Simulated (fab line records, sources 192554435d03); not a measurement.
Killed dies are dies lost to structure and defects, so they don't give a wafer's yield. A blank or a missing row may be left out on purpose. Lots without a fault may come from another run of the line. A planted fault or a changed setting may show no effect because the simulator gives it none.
fab line records | flow n5_finfet
record lots=8 wafers=22 last_day=19
route steps=1938 shown GATE_CUT@491 BEOL_M4@1111 PASSIVATION@1936
lots that met no fault: from a run of the same line without faults
start_h: hours from the record's first day to the start of the lot's first wafer shown | wait_h: hours since the lot's step before | " the same as in the row above | L1.1+2: a row that stands for several wafers | - no value, or no start given | * or withheld: withheld | < > ~ a bound
route shown NAME@n: a module of which the file shows steps, and the number in the route of the first | usual: mean/standard deviation of fault-free wafers | same: alike in all rows | chamber/n: place in a boat | sites: the reading at each site | _std_site: their standard deviation | _edge_site: outer sites' mean less inner sites' | radius_mm: how far each site lies from the wafer's centre | mask NAME#n: copy n | behind: the tool/chamber that last shaped the wafer | hold: why the lot was held/for how many hours/how that ended | device: the transistor (n, p or np) that didn't switch | end of line: the same wafers' tests at the end of the route | a step without rows: its recipe alone | killed: dies lost to structure and defects at the first sort, not the wafer's yield | map: a wafer's dies, x killed, . not, _ none there
set.NAME: the setting as run; set.NAME@STEP: as run at that earlier step | model.NAME: the simulator's own value behind a step, which no gauge read
steps of the route over a sample of lots; a table a step, a row a wafer
services: from which hour (start_h, from the record's first day; less than 0 if before it) a tool's chamber was out of use, for how many hours, and why
## steps
# step N5_GATE_CUT_ETCH_28
# recipe chemistry=N2/H2 target=underlayer target_depth_a=130 mask_material=CAR-EUV time_s=10.4 ion_energy_ev=200 pressure_mtorr=30 source_w=840 bias_w=150 n2_flow_sccm=200 h2_flow_sccm=200 ends=cleared
# usual drypump_motor_current_A=5.53/0.28 etch_rf_on_time_s=10.36/0.17 oes_product_au=0.66/0.06 rf_vpp_V=523.4/2.7 showerhead_plenum_p_Torr=2.53/0.091 throttle_valve_pct=17.84/0.25
# columns lot.wafer tool chamber start_h wait_h drypump_motor_current_A etch_rf_on_time_s oes_product_au rf_hours_counter_h rf_vpp_V showerhead_plenum_p_Torr throttle_valve_pct
L211.1 rie_diel-06 3 98.50 0.0 5.08 10.58 0.63 187 520.5 2.42 17.92
L211.5 " 2 " " 5.97 10.34 0.70 - 527.4 2.69 17.72
L211.6 " 3 " " 5.08 10.46 0.64 - 520.3 2.42 17.91
L214.3 rie_diel-01 0 115.69 0.0 5.06 10.28 0.73 57 523.7 2.58 17.91
L214.4 " 1 " " 5.58 10.25 0.63 191 526.4 2.64 17.94
L214.6 " 2 " " 5.69 10.39 0.63 - 524.7 2.53 18.04
L217.1 rie_diel-01 0 133.81 0.0 5.06 10.35 0.72 62 523.7 2.58 17.93
L217.2 " 1 " " 5.57 10.39 0.62 197 525.5 2.64 17.96
L217.6 " 3 " " 5.67 10.33 0.67 - 521.1 2.46 17.69
L223.2 rie_diel-01 3 167.47 0.0 5.67 10.06 0.68 124 521.7 2.46 17.69
L223.5 " 3 " " 5.66 10.06 0.66 - 520.0 2.46 17.70
L226.4 rie_diel-01 0 186.23 0.0 5.09 10.18 0.71 74 524.5 2.57 17.95
L226.5 " 1 " " 5.59 10.19 0.62 - 525.2 2.63 17.97
L230.2 rie_diel-03 1 208.91 0.0 5.21 10.37 0.66 141 518.6 2.33 17.53
L230.5 " 3 " " 5.69 10.38 0.61 - 523.2 2.51 18.19
L230.6 " 0 " " 5.58 10.50 0.62 - 524.1 2.51 17.62
L231.1 rie_diel-03 2 212.95 0.0 5.24 10.46 0.62 176 524.2 2.53 18.34
L231.2 " 3 " " 5.69 10.54 0.59 233 521.7 2.51 18.19
L231.3 " 1 " " 5.23 10.31 0.66 142 518.0 2.33 17.50
L232.2 rie_diel-03 0 220.59 0.0 5.58 10.45 0.62 210 523.6 2.51 17.62
L232.4 " 2 " " 5.26 10.51 0.63 178 522.6 2.53 18.38
L232.6 " 0 " " 5.57 10.45 0.61 - 525.4 2.51 17.63
# step N5_GATE_CUT_ETCH_37
# recipe chemistry=N2/H2 target=SOC target_depth_a=600 overetch_a=120 mask_material=SiARC temp_c=40 time_s=90 ion_energy_ev=200 pressure_mtorr=30 source_w=840 bias_w=150 n2_flow_sccm=200 h2_flow_sccm=200
# usual drypump_motor_current_A=5.53/0.28 oes_product_au=0.69/0.057 rf_vpp_V=523.4/2.5 showerhead_plenum_p_Torr=2.53/0.091 throttle_valve_pct=17.81/0.25
# columns lot.wafer tool chamber start_h wait_h drypump_motor_current_A oes_product_au rf_hours_counter_h rf_vpp_V showerhead_plenum_p_Torr throttle_valve_pct
L211.1 rie_diel-06 3 98.55 0.0 5.09 0.66 187 520.5 2.42 17.89
L211.5 " 2 " " 5.97 0.73 - 528.4 2.69 17.69
L211.6 " 3 " " 5.05 0.66 - 520.5 2.42 17.90
L214.3 rie_diel-01 0 115.73 0.0 5.08 0.75 57 524.8 2.58 17.88
L214.4 " 1 " " 5.58 0.65 192 526.2 2.64 17.92
L214.6 " 2 " " 5.71 0.66 - 525.0 2.53 18.00
L217.1 rie_diel-01 0 133.86 0.0 5.08 0.75 62 526.5 2.58 17.90
L217.2 " 1 " " 5.57 0.65 197 525.9 2.64 17.93
L217.6 " 3 " " 5.66 0.69 - 521.4 2.46 17.64
L223.2 rie_diel-01 3 167.52 0.0 5.70 0.69 124 521.0 2.46 17.66
L223.5 " 3 " " 5.67 0.60 - 524.6 2.46 17.65
L226.4 rie_diel-01 0 186.28 0.0 5.08 0.73 74 524.4 2.57 17.92
L226.5 " 1 " " 5.58 0.55 - 527.3 2.63 17.94
L230.2 rie_diel-03 1 208.96 0.0 5.21 0.69 141 519.3 2.33 17.50
L230.5 " 3 " " 5.69 0.64 - 523.3 2.51 18.18
L230.6 " 0 " " 5.57 0.66 - 522.7 2.51 17.61
L231.1 rie_diel-03 2 212.99 0.0 5.35 0.66 176 523.1 2.53 18.34
L231.2 " 3 " " 5.71 0.63 233 522.9 2.51 18.19
L231.3 " 1 " " 5.23 0.69 142 518.7 2.33 17.49
L232.2 rie_diel-03 0 220.64 0.0 5.53 0.65 210 521.7 2.51 17.58
L232.4 " 2 " " 5.30 0.67 178 523.8 2.53 18.32
L232.6 " 0 " " 5.54 0.65 - 522.6 2.51 17.59
# step N5_GATE_CUT_ETCH_19
# recipe chemistry=CH3F/O2 target=SiNx mask_material=SiO2 target_depth_a=537 time_s=76.7 pressure_mtorr=30 source_w=395 bias_w=73 Ar_flow_sccm=150 CH3F_flow_sccm=30 O2_flow_sccm=20 ion_energy_ev=120 ends=cleared
# usual drypump_motor_current_A=5.52/0.28 etch_rf_on_time_s=76.7/1.1 oes_product_au=0.66/0.059 rf_vpp_V=298/3.2 showerhead_plenum_p_Torr=1.99/0.066 throttle_valve_pct=16.32/0.25
# columns lot.wafer tool chamber start_h wait_h drypump_motor_current_A etch_rf_on_time_s oes_product_au rf_hours_counter_h rf_vpp_V showerhead_plenum_p_Torr throttle_valve_pct
L211.1 rie_diel-06 3 98.75 0.0 5.07 78.3 0.62 187 298 1.90 16.33
L211.5 " 2 " " 5.98 77.1 0.70 - 300 2.10 16.00
L211.6 " 3 " " 5.07 78.1 0.62 - 297 1.90 16.32
L214.3 rie_diel-01 0 115.94 0.0 5.06 75.6 0.73 57 300 2.03 16.46
L214.4 " 1 " " 5.58 76.4 0.63 192 297 2.06 16.37
L214.6 " 2 " " 5.68 76.3 0.63 - 301 1.99 16.50
L217.1 rie_diel-01 0 134.06 0.0 5.08 76.7 0.71 62 300 2.03 16.46
L217.2 " 1 " " 5.59 77.0 0.62 197 299 2.06 16.39
L217.6 " 3 " " 5.67 76.4 0.66 - 295 1.94 16.07
L223.2 rie_diel-01 3 167.72 0.0 5.66 75.8 0.67 124 296 1.94 16.08
L223.5 " 3 " " 5.66 191.7 0.29 - 297 1.94 16.05
L226.4 rie_diel-01 0 186.48 0.0 5.09 76.4 0.71 74 300 2.03 16.50
L226.5 " 1 " " 5.60 191.8 0.27 - 299 2.06 16.39
L230.2 rie_diel-03 1 209.16 0.0 5.21 76.7 0.66 141 295 1.85 16.14
L230.5 " 3 " " 5.66 77.8 0.60 - 299 1.97 16.64
L230.6 " 0 " " 5.60 77.6 0.61 - 292 1.98 16.28
L231.1 rie_diel-03 2 213.20 0.0 5.29 78.4 0.62 176 301 2.00 16.87
L231.2 " 3 " " 5.69 77.7 0.60 233 296 1.97 16.65
L231.3 " 1 " " 5.23 76.7 0.66 142 296 1.85 16.14
L232.2 rie_diel-03 0 220.84 0.0 5.55 78.1 0.61 211 290 1.98 16.27
L232.4 " 2 " " 5.27 77.2 0.62 178 302 2.00 16.87
L232.6 " 0 " " 5.58 78.1 0.61 - 291 1.98 16.28
# step N5_GATE_CUT_CUT_ETCH_53
# recipe chemistry=SF6/Cl2 target=W mask_material=SiO2 target_depth_a=792 pressure_mtorr=8 icp_w=900 bias_w=80 SF6_flow_sccm=40 Cl2_flow_sccm=60 ends=cleared
# usual drypump_motor_current_A=5.5/0.4 etch_rf_on_time_s=26.3/0.36 oes_product_au=0.70/0.089 throttle_valve_pct=29.04/0.3
# columns lot.wafer tool chamber start_h wait_h drypump_motor_current_A etch_rf_on_time_s oes_product_au rf_hours_counter_h throttle_valve_pct
L211.1 rie_metal-03 0 98.86 0.1 6.2 25.7 0.77 18 28.90
L211.5 " 0 " " 6.3 25.4 0.77 - 28.92
L211.6 " 1 " " 5.3 26.1 0.87 - 28.76
L214.3 rie_metal-03 1 116.07 0.1 5.3 26.3 0.86 - 28.79
L214.4 " 0 " " 6.3 25.5 0.77 - 28.89
L214.6 " 0 " " 6.2 25.7 0.76 - 28.89
L217.1 rie_metal-03 1 134.17 0.1 5.3 26.3 0.84 3 28.79
L217.2 " 0 " " 6.3 25.8 0.76 21 28.90
L217.6 " 1 " " 5.3 26.3 0.85 - 28.80
L223.2 rie_metal-02 0 167.83 0.1 5.3 26.2 0.63 87 28.81
L223.5 " 0 " " 5.3 34.3 0.26 - 27.42
L226.4 rie_metal-02 1 186.61 0.1 5.1 26.6 0.69 - 29.41
L226.5 " 1 " " 5.1 34.3 0.28 - 27.98
L230.2 rie_metal-02 1 209.29 0.1 5.1 26.6 0.68 - 29.39
L230.5 " 1 " " 5.1 26.4 0.68 - 29.40
L230.6 " 1 " " 5.1 26.6 0.68 - 29.40
L231.1 rie_metal-01 1 213.31 0.1 5.5 26.6 0.58 104 29.52
L231.2 " 0 " " 6.0 26.0 0.63 86 28.82
L231.3 " 1 " " 5.5 26.8 0.57 - 29.51
L232.2 rie_metal-01 1 220.95 0.1 5.5 26.9 0.57 105 29.51
L232.4 " 1 " " 5.5 26.9 0.57 - 29.51
L232.6 " 0 " " 6.0 26.2 0.63 - 28.82
# step N5_GATE_CUT_CUT_ETCH_54
# recipe chemistry=Cl2/BCl3 target=TiN mask_material=SiO2 target_depth_a=967 pressure_mtorr=10 icp_w=1000 bias_w=126 Cl2_flow_sccm=53.25 bcl3_flow_sccm=21.75 Ar_flow_sccm=25 ends=cleared
# usual drypump_motor_current_A=5.5/0.4 etch_rf_on_time_s=36.7/0.55 oes_product_au=0.70/0.089 throttle_valve_pct=22.38/0.26
# columns lot.wafer tool chamber start_h wait_h drypump_motor_current_A etch_rf_on_time_s oes_product_au rf_hours_counter_h throttle_valve_pct
L211.1 rie_metal-03 0 98.92 0.0 6.2 35.4 0.78 18 22.19
L211.5 " 0 " " 6.2 36.0 0.76 - 22.20
L211.6 " 1 " " 5.3 36.7 0.88 - 22.13
L214.3 rie_metal-03 1 116.13 0.0 5.3 36.9 0.85 - 22.13
L214.4 " 0 " " 6.3 35.9 0.76 - 22.23
L214.6 " 0 " " 6.3 35.8 0.77 - 22.22
L217.1 rie_metal-03 1 134.23 0.0 5.3 37.2 0.83 3 22.15
L217.2 " 0 " " 6.3 36.1 0.76 21 22.22
L217.6 " 1 " " 5.3 36.8 0.84 - 22.16
L223.2 rie_metal-02 0 167.89 0.0 5.3 36.3 0.64 87 22.19
L223.5 " 0 " " 5.4 47.9 0.26 - 22.71
L226.4 rie_metal-02 1 186.67 0.0 5.1 36.9 0.70 - 22.70
L226.5 " 1 " " 5.1 47.9 0.28 - 23.22
L230.2 rie_metal-02 1 209.41 0.1 5.1 36.9 0.68 - 22.68
L230.5 " 1 " " 5.1 36.8 0.69 - 22.69
L230.6 " 1 " " 5.1 36.8 0.68 - 22.68
L231.1 rie_metal-01 1 213.37 0.0 5.5 37.4 0.58 104 22.82
L231.2 " 0 " " 5.9 36.6 0.63 86 22.24
L231.3 " 1 " " 5.5 37.6 0.57 - 22.81
L232.2 rie_metal-01 1 221.01 0.0 5.5 37.8 0.57 105 22.82
L232.4 " 1 " " 5.5 37.2 0.57 - 22.80
L232.6 " 0 " " 6.0 36.9 0.63 - 22.25
# step N5_GATE_CUT_VAPOR_ETCH_48
# recipe chemistry=BCl3/Cl2 target=TiN mode=isotropic
# usual drypump_motor_current_A=5.5/0.4 oes_product_au=0.77/0.097
# columns lot.wafer tool chamber start_h wait_h drypump_motor_current_A oes_product_au
L211.1 rie_metal-03 0 99.04 0.0 6.3 0.85
L211.5 " 0 " " 6.3 0.85
L211.6 " 1 " " 5.3 0.96
L214.3 rie_metal-03 1 116.24 0.0 5.3 0.94
L214.4 " 0 " " 6.3 0.85
L214.6 " 0 " " 6.3 0.85
L217.1 rie_metal-03 1 134.35 0.0 5.3 0.94
L217.2 " 0 " " 6.3 0.85
L217.6 " 1 " " 5.3 0.94
L223.2 rie_metal-02 0 168.01 0.0 5.4 0.70
L223.5 " 0 " " 5.4 0.69
L226.4 rie_metal-02 1 186.78 0.0 5.1 0.77
L226.5 " 1 " " 5.1 0.77
L230.2 rie_metal-02 1 209.64 0.1 5.1 0.76
L230.5 " 1 " " 5.1 0.76
L230.6 " 1 " " 5.1 0.76
L231.1 rie_metal-01 1 213.49 0.0 5.5 0.63
L231.2 " 0 " " 6.0 0.68
L231.3 " 1 " " 5.5 0.63
L232.2 rie_metal-01 1 221.13 0.0 5.5 0.63
L232.4 " 1 " " 5.5 0.63
L232.6 " 0 " " 6.0 0.68
# step N5_BEOL_M4_RC_MEAS_101
# usual DIBL_N=35.9/1.3 DIBL_P=35.9/1.5 IOFF_N=0.152/0.023 IOFF_P=0.204/0.027 ION_N=673/9.2 ION_P=462/6.7 SS_N=71.4/0.48 SS_P=73.2/0.55 VT_N=250.3/2.6 VT_P=-250.6/3
# columns lot.wafer tool chamber start_h wait_h DIBL_N[mV/V] DIBL_P[mV/V] IOFF_N[nA/um] IOFF_P[nA/um] ION_N[uA/um] ION_P[uA/um] SS_N[mV/dec] SS_P[mV/dec] VT_N[mV] VT_P[mV]
L211.1 prober-02 0 188.38 0.0 33.8 34.7 0.143 0.199 667 461 71.0 72.4 250.9 -250.0
L211.5 " 0 " " 33.5 34.5 0.133 0.186 672 464 71.5 72.5 250.1 -250.8
L211.6 " 0 " " 33.9 35.1 0.139 0.199 663 464 70.9 72.8 250.9 -250.2
L214.3 prober-01 0 208.75 0.3 36.4 35.8 0.154 0.200 679 463 72.0 73.5 249.3 -250.5
L214.4 " 0 " " 37.3 37.5 0.167 0.220 662 460 71.9 74.8 248.3 -250.0
L214.6 " 0 " " 35.5 35.5 0.135 0.189 666 463 71.7 72.9 249.8 -253.4
L217.1 prober-01 0 238.39 0.0 36.2 35.5 0.162 0.209 687 467 71.6 73.1 246.1 -248.9
L217.2 " 0 " " 37.4 37.4 0.183 0.233 680 468 71.8 74.2 245.8 -249.6
L217.6 " 0 " " 36.8 36.7 0.175 0.224 690 469 70.5 73.0 247.4 -248.3
L223.2 prober-01 0 272.09 0.2 34.1 36.2 0.156 0.231 682 474 71.0 73.3 250.0 -245.6
L226.4 prober-01 0 302.94 0.5 36.6 37.0 0.141 0.178 660 451 70.4 72.9 250.9 -254.6
L230.2 prober-02 0 313.59 0.2 35.1 35.8 0.128 0.167 669 455 71.1 73.3 255.3 -254.2
L230.5 " 0 " " 35.0 36.8 0.132 0.175 668 454 71.7 73.4 253.2 -253.3
L230.6 " 0 " " 35.1 36.6 0.138 0.171 672 456 71.8 73.2 252.9 -257.5
L231.1 prober-01 0 331.94 0.0 41.0 40.4 0.248 0.306 686 469 72.2 74.8 245.1 -245.4
L231.2 " 0 " " 37.6 35.8 0.157 0.216 667 459 72.2 73.7 251.9 -252.3
L231.3 " 0 " " 38.4 36.5 0.177 0.238 669 455 71.4 74.4 249.1 -249.1
L232.2 prober-02 0 334.79 0.2 35.3 34.3 0.134 0.219 657 466 71.6 73.2 252.8 -247.0
L232.4 " 0 " " 35.2 34.4 0.130 0.216 667 471 71.4 72.1 249.9 -247.9
L232.6 " 0 " " 35.9 35.3 0.146 0.240 678 477 71.1 73.7 251.0 -244.7
# step N5_PASSIVATION_PROBE_49
# usual defect_limited_yield=91.0/1.5 killed_at_M0_to_M3=37/12 killed_at_M4_up=13/5 killed_at_contacts=13/6.1 killed_at_front_end=39/11 killed_at_other=4/3.2 killed_dies=106/17 killed_on_rim=13/4.2 killed_open=69/12 killed_short=35/7.9 sort_bin_4_leakage=0.00/0.007 sort_bin_5_function=5.3/1 sort_bin_6_memory=3.3/0.68 sort_n_pass=1074/17 sort_yield_pct=91.0/1.5
# same gross_dies=1180 killed_at_back_side=0 sort_bin_8_speed[%]=0
# columns lot.wafer tool chamber start_h wait_h defect_limited_yield[%] killed_at_M0_to_M3 killed_at_M4_up killed_at_contacts killed_at_front_end killed_at_other killed_dies killed_on_rim killed_open killed_short sort_bin_4_leakage[%] sort_bin_5_function[%] sort_bin_6_memory[%] sort_n_pass sort_yield_pct[%]
L223.2 prober-02 - 384.12 0.1 91.1 22 18 23 39 3 105 13 78 26 0 4.6 4.1 1075 91.1
L223.5 prober-02 - 384.27 0.2 0 35 10 9 1126 0 1180 152 59 29 0 96.8 3.1 0 0
L226.4 prober-02 - 409.61 0.2 93.6 19 16 5 32 4 76 8 52 22 0 3.5 2.8 1104 93.6
L226.5 prober-02 - 409.66 0.2 0 46 21 14 1096 3 1180 152 79 38 0 96.1 3.5 0 0
# killed by level:class
L223.2 MOL_CONTACT_COAG:geometric_particle:open=19 BEOL_M0_SAQP:geometric_particle:open=10 FIN_SAQP:geometric_particle:open=9 BEOL_M4:geometric_particle:open=8 FIN_SAQP:geometric_particle:short=6 BEOL_M0_SAQP:geometric_particle:short=6 STARTING-WAFER:geometric_particle:open=5 STI_FIN_REVEAL:geometric_particle:open=4
L223.5 GATE_CUT:area_etch=1092 BEOL_M0_SAQP:geometric_particle:short=9 BEOL_M0_SAQP:geometric_particle:open=9 BEOL_M3:geometric_particle:open=8 STI_FIN_REVEAL:geometric_particle:open=7 MOL_CONTACT_COAG:geometric_particle:open=6 FIN_SAQP:geometric_particle:open=5 DUMMY_GATE:geometric_particle:open=4
L226.4 BEOL_M4:geometric_particle:open=12 STI_FIN_REVEAL:geometric_particle:open=10 BEOL_M2:geometric_particle:open=7 BEOL_M0_SAQP:geometric_particle:open=6 FIN_SAQP:geometric_particle:short=5 STARTING-WAFER:geometric_particle:short=4 MOL_CONTACT_COAG:geometric_particle:open=4 BEOL_M0_SAQP:geometric_particle:short=3
L226.5 GATE_CUT:area_etch=1062 BEOL_M0_SAQP:geometric_particle:open=14 BEOL_M4:geometric_particle:open=13 MOL_CONTACT_COAG:geometric_particle:open=12 BEOL_M0_SAQP:geometric_particle:short=10 BEOL_M2:geometric_particle:open=9 STI_FIN_REVEAL:geometric_particle:open=8 BEOL_M3:geometric_particle:open=6
## services
# columns tool chamber start_h hours kind
rie_metal-03 1 75.73 - clean
rie_metal-03 1 75.73 18.0 scheduled_down
rie_metal-03 1 75.73 18.0 vent_cycle
rie_diel-03 3 91.98 1.4 repair
rie_metal-01 - 94.29 1.1 repair
rie_diel-03 - 110.52 4.3 pm
rie_diel-03 0 122.22 3.0 repair
rie_diel-03 0 125.87 9.6 repair
rie_diel-01 0 135.30 1.6 repair
rie_metal-03 0 144.49 3.8 repair
rie_diel-06 2 146.56 6.0 repair
rie_diel-03 2 152.31 9.3 repair
rie_diel-03 1 174.66 6.3 repair
rie_metal-03 - 195.67 0.3 repair
rie_metal-02 0 208.70 9.6 repair
rie_diel-01 0 210.39 10.2 repair
## key
first_sign step=N5_GATE_CUT_ETCH_19 reading=etch_rf_on_time_s direction=up sigmas=99+ usual=* struck=*
effect step=N5_GATE_CUT_ETCH_19 reading=oes_product_au direction=down sigmas=6.4 usual=0.66 struck=0.28
effect step=N5_GATE_CUT_CUT_ETCH_53 reading=etch_rf_on_time_s direction=up sigmas=22 usual=* struck=*
effect step=N5_GATE_CUT_CUT_ETCH_54 reading=etch_rf_on_time_s direction=up sigmas=20 usual=* struck=*
effect step=N5_PASSIVATION_PROBE_49 reading=killed_at_front_end direction=up sigmas=98 usual=39 struck=1111
more_kills_born_at N5_GATE_CUT_ETCH_37@rie_diel-01=2154
met_at N5_GATE_CUT_ETCH_37
struck_lots L223,L226
struck_wafers L223.5,L226.5
later_rows_left_out L223.5,L226.5
not_acting_at N5_GATE_CUT_ETCH_28,N5_GATE_CUT_VAPOR_ETCH_48
onset_between 133.86 167.52
fault kind=process_parameter_drift tool=rie_diel-01 chamber=- onset_h=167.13 steps=N5_GATE_CUT_ETCH_37 channel=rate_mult offset=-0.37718 shape=step end_h=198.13 scope=struck_wafers_only
# later_rows_left_out: the simulator's readings of these wafers behind a module that went badly wrong aren't trusted and aren't shown, but for the sort
